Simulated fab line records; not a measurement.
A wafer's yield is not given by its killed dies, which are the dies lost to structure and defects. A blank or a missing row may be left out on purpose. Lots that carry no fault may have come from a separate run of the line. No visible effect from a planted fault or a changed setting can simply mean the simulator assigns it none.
Comparing a struck lot with a sound one    flow n5 finfet    42 steps out of a route of 1938
Sound: the wafers L724.2, L724.5, L724.6. Struck: wafers L737.2, L737.3, L737.4. The cause comes at the end.
At each step with rows: each side's tool, then ch and its chambers, then its first start. Under that, the readings that differ: sound wafers    struck wafers    difference of the means    sigmas: that difference in standard deviations of wafers without a fault.
alike: a reading whose means differ by less than 2 such deviations, as well as words and numbers matching on both sides. not compared: withheld readings; readings where some wafer has no value; bounds like >300 that might hide an equal value; numbers whose values overlap and for which the record gives no deviation.
The two part at a step that has a row with sigmas, a row that says differs or no value, or rows on one side only. When numbers do not overlap yet have no deviation, they are printed without sigmas and do not part them. Lack of a reading on every wafer of one side parts them only where that side has two or more wafers.

first, 3 steps without rows for these wafers: N5_BEOL_M2_STRIP_36 (strips in N2/H2); N5_BEOL_M2_TRENCH_ETCH_37 (etches SiOC in C4F6/O2, target depth 55.555 nm, time 29.2 s); N5_BEOL_M2_ETCH_41 (etches SiCN in CH3F/O2, target depth 29.9 nm, time 52.5 s).
N5_BEOL_M2_STRIP_97: strips in N2/H2, time 10 s.
  sound: rie diel-01 ch 0,1,2; struck: rie diel-04 ch 0,1
  alike: chamber pressure mTorr, drypump motor current A, oes product au, rf vpp V, showerhead plenum p Torr, throttle valve pct
  not compared: rf hours counter h
N5_BEOL_M2_OCD_MEAS_38:
  sound on ocd-02 at day 7 03:05; struck on ocd-01 at day 10 12:32
  alike: trench depth nm
then, 4 steps without rows for these wafers: N5_BEOL_M2_HM_STRIP_39 (strips TiN in peroxide tin strip, target depth 25 nm, time 158 s); N5_BEOL_M2_SRD_40 (time 30 s); N5_BEOL_M2_PRECLEAN_42 (cleans in residue remover, time 60 s); N5_BEOL_M2_SRD_43 (time 30 s).
N5_BEOL_M2_CD_MEAS_35: target cd 18 nm, target cd y 22.2 nm.
  sound on cd sem-01 at day 7 03:14; struck on cd sem-01 at day 10 12:41
  alike: cd nm
then, 2 steps without rows for these wafers: N5_BEOL_M2_DEGAS_44 (time 60 s); N5_BEOL_M2_PRE_CLEAN_45 (time 30 s).
N5_BEOL_M2_ALD_84: deposits TaN, pulse time 2 s, purge time 3 s, co reactant purge time 2 s.
  sound on ald metal-03 ch 0,3, day 7 03:23; struck on ald metal-04 ch 1,2,3, day 10 13:14
  alike: heater power w
  not compared: since wet clean h
then, 5 steps without rows for these wafers: N5_BEOL_M2_SURFACE_TREAT_85; N5_BEOL_M2_CVD_47 (deposits Co from CCTBA/H2, target thk 3 nm, time 223.8 s); N5_BEOL_M2_SPUTTER_48 (material Cu, target thk 4.5 nm, time 8.29 s); N5_BEOL_M2_ANNEAL_49 (time 240 s); N5_BEOL_M2_SPUTTER_79 (material Cu, target thk 4.5 nm, time 8.29 s).
N5_BEOL_M2_ANNEAL_80: time 240 s.
  sound on pvd sputter-02 at day 7 05:34; struck on pvd sputter-01 at day 10 14:21
  alike: heater power w
then, 1 step without rows for these wafers: N5_BEOL_M2_SPUTTER_81 (material Cu, target thk 4.5 nm, time 8.29 s).
N5_BEOL_M2_ANNEAL_82: time 240 s.
  sound on pvd sputter-02 at day 7 05:47; struck on pvd sputter-01 at day 10 14:34
  alike: heater power w
then, 4 steps without rows for these wafers: N5_BEOL_M2_SPUTTER_86 (material Cu, target thk 4.5 nm, time 8.29 s); N5_BEOL_M2_ANNEAL_87 (time 240 s); N5_BEOL_M2_SPUTTER_88 (material Cu, target thk 4.5 nm, time 8.29 s); N5_BEOL_M2_ANNEAL_89 (time 240 s).
N5_BEOL_M2_SPUTTER_90: material Cu, target thk 4.5 nm, time 8.29 s.
  sound on pvd sputter-02 at day 7 06:22; struck on pvd sputter-01 at day 10 15:09
reading                   sound                    struck                 difference  sigmas
chamber pressure pa (Pa)  0.06981 0.06991 0.06972  0.07007 0.0702 0.0702  +0.00034    +2
  alike: throttle valve pct
then, 4 steps without rows for these wafers: N5_BEOL_M2_ANNEAL_91 (time 240 s); N5_BEOL_M2_SPUTTER_92 (material Cu, target thk 4.5 nm, time 8.29 s); N5_BEOL_M2_ANNEAL_93 (time 240 s); N5_BEOL_M2_SPUTTER_94 (material Cu, target thk 4.5 nm, time 8.29 s).
N5_BEOL_M2_ANNEAL_95: time 240 s.
  sound on pvd sputter-02 at day 7 06:53; struck on pvd sputter-01 at day 10 15:40
  alike: heater power w
then, 4 steps without rows for these wafers: N5_BEOL_M2_SPUTTER_96 (material Cu, target thk 4.5 nm, time 8.29 s); N5_BEOL_M2_ECD_50 (material Cu, target thk 300 nm); N5_BEOL_M2_ANNEAL_51 (time 90 s); N5_BEOL_M2_CMP_52 (polishes, stops on SiOC, t overpolish 6.8 s, target thk 40 nm).
N5_BEOL_M2_THK_MEAS_53: measures by xrf.
  sound on film metro-02 at day 7 08:04; struck on film metro-01 at day 10 16:42
  alike: M2_THK
then, 4 steps without rows for these wafers: N5_BEOL_M2_PRE_CLEAN_60 (time 15 s); N5_BEOL_M2_CO_CAP_55 (material Co, precursor CCTBA/H2, target thk 2 nm, time 102.1 s); N5_BEOL_M2_PRE_CLEAN_56 (time 15 s); N5_BEOL_M2_DEP_57 (deposits SiCN from 3MS/NH3, target thk 8 nm, time 14 s).
N5_BEOL_M2_RS_MEAS_58: uses a four-point probe to measure.
  sound on film metro-02 at day 7 08:34; struck on film metro-02 at day 10 17:05
  alike: M2_RS
-- here the record skips 5 days between the struck wafers' starts before and after, leaving off in module BEOL_M2 and picking up in module PASSIVATION (first step shown: number 1936 of the route) --
N5_PASSIVATION_PROBE_49:
  sound on prober-02 at day 12 15:37; struck on prober-01 at day 16 02:10
reading                   sound           struck          difference  sigmas
defect limited yield (%)  91.0 92.5 92.4  82.5 84.6 85.1  -7.9        -6
killed_at_M0_to_M3        22 18 22        145 107 113     +101        +10
killed dies               106 88 90       206 182 176     +93         +6
killed on rim             9 13 17         26 30 27        +15         +4
sort_bin_5_function (%)   5.3 4.3 4.1     10.8 10.0 9.4   +5.5        +6
sort n pass               1074 1092 1090  974 998 1004    -93         -6
sort yield pct (%)        91.0 92.5 92.4  82.5 84.6 85.1  -7.9        -6
  alike: killed_at_M4_up, killed at contacts, killed at front end, killed at other, killed open, killed short, sort_bin_6_memory

== WHERE THEY PART ==
Earliest at N5_BEOL_M2_SPUTTER_90; latest, in this record, at N5_PASSIVATION_PROBE_49.

WHY: whatever the simulator had introduced
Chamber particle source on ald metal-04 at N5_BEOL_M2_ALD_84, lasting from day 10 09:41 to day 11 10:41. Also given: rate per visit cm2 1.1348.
